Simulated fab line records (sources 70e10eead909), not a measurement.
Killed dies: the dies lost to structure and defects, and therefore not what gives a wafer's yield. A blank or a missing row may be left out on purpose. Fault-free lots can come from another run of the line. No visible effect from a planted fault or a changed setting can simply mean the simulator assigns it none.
A struck lot beside a sound one | flow nand-harc | 15 steps out of a route of 1302
Sound: these wafers, L802.3, L802.5, L802.6. Struck: wafer L812.4. (L812.1, L812.5 of the same lot were not struck and are left out.) The cause comes at the end.
At each step with rows: each side's tool, then ch and its chambers, then its first start. Under that, the readings that differ: sound wafers | struck wafers | difference of the means | sigmas: that difference in standard deviations of wafers without a fault.
alike: a reading whose means differ by less than 2 such deviations, as well as words and numbers matching on both sides. not compared: withheld readings; readings where some wafer has no value; bounds like >300 that might hide an equal value; numbers whose values overlap and for which the record gives no deviation.
Wherever a step has rows on one side only, a row that says differs or no value, or a row with sigmas, the two part there. Numbers that have no deviation but don't overlap get no sigmas and don't part them. Lack of a reading on every wafer of one side parts them only where that side has two or more wafers.

first, 4 steps without rows for these wafers: NHARC_P_GATE_EBR_22; NHARC_P_GATE_EXPOSE_23 (exposes mask P GATE, target cd 120 nm); NHARC_P_GATE_PEB_24 (peb time 65 s); NHARC_P_GATE_DEVELOP_25 (develop time 35 s).
NHARC_P_GATE_CD_MEAS_26: target cd 120 nm.
  sound on cd-sem-03 ch 0, day 5 20:37; struck on cd-sem-03 ch 0, day 9 23:47
  alike: cd-nm
NHARC_P_GATE_OVL_MEAS_27:
  sound: overlay-01 at day 5 20:43; struck: overlay-01 at day 9 23:52
  reading           | sound          | struck | difference | sigmas
  overlay-y-nm (nm) | -0.8 -1.1 -1.4 | 0.7    | +1.8       | +2
  alike: overlay-x-nm
NHARC_P_GATE_INSPECT_28:
  sound: defect-inspect-02 at day 5 20:44; struck: defect-inspect-02 at day 9 23:54
  alike: raw-defect-count
NHARC_P_GATE_DESCUM_31: chemistry O2, time 3 s.
  sound on rie-diel-08 ch 0,1, day 5 20:49; struck on rie-diel-01 ch 1, day 9 23:59
  alike: chamber-pressure-mTorr, drypump-motor-current-A, oes-product-au, rf-vpp-V, showerhead-plenum-p-Torr, throttle-valve-pct
  not compared: rf-hours-counter-h
NHARC_P_GATE_ETCH_104: etches the open film in CF4/CHF3, target depth 60 nm.
  sound on rie-diel-08 ch 0,2,3, day 5 20:54; struck on rie-diel-01 ch 1, day 10 00:03
  reading               | sound             | struck | difference | sigmas
  oes-product-au (a.u.) | 0.919 0.921 0.924 | 0.980  | +0.059     | +3
  alike: bias-w, chamber-pressure-mTorr, drypump-motor-current-A, rf-vpp-V, showerhead-plenum-p-Torr, throttle-valve-pct
NHARC_P_GATE_HM_OPEN_105: chemistry O2/COS, target depth 360 nm.
  sound on rie-diel-08 ch 1,2; struck on rie-diel-01 ch 2
  alike: bias-w, chamber-pressure-mTorr, cos-flow-sccm, drypump-motor-current-A, oes-product-au, rf-vpp-V, showerhead-plenum-p-Torr, throttle-valve-pct
  not compared: rf-hours-counter-h
then, 1 step without rows for these wafers: NHARC_P_GATE_STRIP_106 (strips in O2/COS).
NHARC_P_GATE_ETCH_114: etches the open film in CF4/O2, target depth 30 nm, overetch 3 nm, time 16.5 s.
  sound on rie-diel-08 ch 0,2,3; struck on rie-diel-01 ch 2
  alike: bias-w, chamber-pressure-mTorr, drypump-motor-current-A, oes-product-au, rf-vpp-V, showerhead-plenum-p-Torr, throttle-valve-pct
  not compared: rf-hours-counter-h
NHARC_P_GATE_ETCH_32: etches the open film in HBr/Cl2, target depth 150 nm, time 100.1 s.
  sound on rie-si-01 ch 0,1,2, day 5 21:18; struck on rie-si-01 ch 1, day 10 00:26
  reading                | sound                | struck | difference | sigmas
  bias-w (W)             | 100.57 100.22 100.61 | 99.79  | -0.68      | -2
  mfc-cl2-sccm (sccm)    | 49.96 50.01 49.79    | 40.25  | -9.67      | -64
  throttle-valve-pct (%) | 26.412 26.401 26.434 | 25.810 | -0.606     | -64
  alike: chamber-pressure-mTorr, drypump-motor-current-A, oes-product-au
  not compared: rf-hours-counter-h
NHARC_P_GATE_STRIP_108: strips in O2.
  sound on rie-diel-03 ch 0,2,3, day 5 21:28; struck on rie-diel-03 ch 2, day 10 00:35
  alike: chamber-pressure-mTorr, drypump-motor-current-A, oes-product-au, rf-vpp-V, showerhead-plenum-p-Torr, throttle-valve-pct
  not compared: rf-hours-counter-h
-- jump in the record: it breaks off in module P_GATE and resumes in module END (first step shown: number 1302 of the route), and 19 days separate the struck wafers' starts before and after --
NHARC_END_SORT_01:
  the record has rows for the struck wafers here (prober-02 ch 0, day 29 07:53) and none for the sound ones

== WHERE THEY PART ==
At NHARC_P_GATE_OVL_MEAS_27 first; at NHARC_END_SORT_01 last (within this record only).

WHY: what the simulator had put in
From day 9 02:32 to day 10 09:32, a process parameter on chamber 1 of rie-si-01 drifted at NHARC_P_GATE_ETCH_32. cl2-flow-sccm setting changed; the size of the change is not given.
